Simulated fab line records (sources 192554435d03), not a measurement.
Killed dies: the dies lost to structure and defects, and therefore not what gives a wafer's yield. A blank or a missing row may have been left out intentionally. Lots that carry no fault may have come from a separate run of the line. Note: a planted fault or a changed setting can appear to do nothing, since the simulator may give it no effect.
Matching of chambers    flow n5-finfet    N5_HKMG_FIN_ALD_21 on ald-metal-01: 4 sister chambers
The step deposits TiN, target thk 1.5 nm, pulse time 1 s, purge time 3 s. 4 wafers are shown with their chamber, then 7 later ones without.

WAFERS PAIRED WITH THEIR CHAMBERS
wafer   chamber  heater-power-w (W)
L075.5  1        1080
L077.5  3        763
L088.2  2        878
L088.3  0        934

WAFERS MISSING THEIR CHAMBER
wafer   heater-power-w (W)
L088.5  781
L091.1  915
L091.3  770
L091.6  915
L095.2  929
L095.3  1071
L095.6  733

WHICH CHAMBER EACH WENT THROUGH
wafer   from the rows above      in truth
L088.5  3                        3
L091.1  can't be placed: 0 or 2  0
L091.3  3                        3
L091.6  can't be placed: 0 or 2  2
L095.2  0                        0
L095.3  1                        1
L095.6  3                        3
Correct placement for 5 of the 7. Not placeable from these rows: 2 (in 2, the candidates include the true chamber). Number placed wrongly: 0.
How it was worked out, from the rows above alone: a wafer's distance from a chamber is the root of the sum, over the readings, of the square of ((its reading less the chamber's mean) divided by the reading's scatter). If the next closest chamber is less than 2 further off than the closest, the wafer can't be placed; otherwise it belongs to the closest. For every chamber, the mean is computed from those of its wafers that are shown. The scatter: root of mean squared gap, hidden wafer to nearest shown wafer, with one shown wafer a chamber.
